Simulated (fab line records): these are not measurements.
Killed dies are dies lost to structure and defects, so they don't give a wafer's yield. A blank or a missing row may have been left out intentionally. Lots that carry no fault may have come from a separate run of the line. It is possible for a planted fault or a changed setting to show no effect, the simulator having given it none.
Struck lot and sound lot, side by side -- flow nand_harc -- 14 out of 1159 route steps
Sound: the wafers L287.1, L287.3, L287.6. Wafers struck: L284.2, L284.3, L284.6. Last of all comes the cause.
For every step that has rows: the tool of each side, followed by ch and its chambers, followed by its first start. Under that, the readings that differ: sound wafers -- struck wafers -- difference of the means -- sigmas: that difference in standard deviations of wafers without a fault.
alike: words and numbers the same on both sides, and readings whose means are apart by under 2 such deviations; not compared: readings that were withheld, readings missing a value for some wafer, numbers with overlapping values and no deviation given by the record, and bounds like >300 which may hide the same value.
The two part at a step that has a row with sigmas, a row that says differs or no value, or rows on one side only. Numbers that have no deviation but don't overlap get no sigmas and don't part them. Lack of a reading on every wafer of one side parts them only where that side has two or more wafers.

NHARC_P_M2_PRE_CLEAN_32: time 12 s.
  sound on pecvd-02 ch 0,1,2, day 11 07:49; struck on pecvd-01 ch 1, day 10 15:34
reading,sound,struck,difference,sigmas
heater_power_w (W),553 583 675,750 762 744,+148,+2
  not compared: since_wet_clean_h
NHARC_P_M2_DEP_33: deposits SiCN, target thk 30 nm.
  sound on pecvd-02 ch 0,1,2, day 11 07:54; struck on pecvd-01 ch 1, day 10 15:43
  alike: heater_power_w
  not compared: since_wet_clean_h
NHARC_P_BONDPAD_DEP_00: deposits SiCN, target thk 250 nm.
  sound on pecvd-03 ch 1,2, day 11 08:22; struck on pecvd-02 ch 1,2, day 10 16:12
  alike: heater_power_w
  not compared: since_wet_clean_h
NHARC_P_BONDPAD_CMP_32: polishes SiCN, target thk 200 nm.
  sound on cmp-03 ch 0,1,2, day 11 08:44; struck on cmp-03 ch 0,2,3, day 10 16:38
  alike: motor_current_A
NHARC_P_BONDPAD_THK_MEAS_33: measures by ellipsometry.
  struck on film_metro-02, day 10 16:52; sound on film_metro-02, day 11 08:58
  alike: thk_nm
then, 7 steps without rows for these wafers: NHARC_P_BONDPAD_SRD_34; NHARC_P_BONDPAD_DEHYDRATE_01 (time 120 s); NHARC_P_BONDPAD_HMDS_02 (time 30 s); NHARC_P_BONDPAD_COAT_36 (time 65 s); NHARC_P_BONDPAD_COAT_03 (resist thk 600 nm); NHARC_P_BONDPAD_SOFTBAKE_04 (time 70 s); NHARC_P_BONDPAD_EBR_05.
NHARC_P_BONDPAD_EXPOSE_06: exposes mask P BPAD.
  struck on krf_scanner-04, day 10 17:17; sound on krf_scanner-01 ch 0, day 11 09:24
  no value came back on the struck wafers for exposure_dose_mJ_cm2, focus_offset_nm (nm); on the sound wafers exposure_dose_mJ_cm2 reads 37.16 37.16 37.11
  alike: mask
then, 1 step without rows for these wafers: NHARC_P_BONDPAD_PEB_07 (peb time 80 s).

## WHERE THEY PART
At NHARC_P_M2_PRE_CLEAN_32 first; at NHARC_P_BONDPAD_EXPOSE_06 last (within this record only).

WHY: whatever the simulator had introduced
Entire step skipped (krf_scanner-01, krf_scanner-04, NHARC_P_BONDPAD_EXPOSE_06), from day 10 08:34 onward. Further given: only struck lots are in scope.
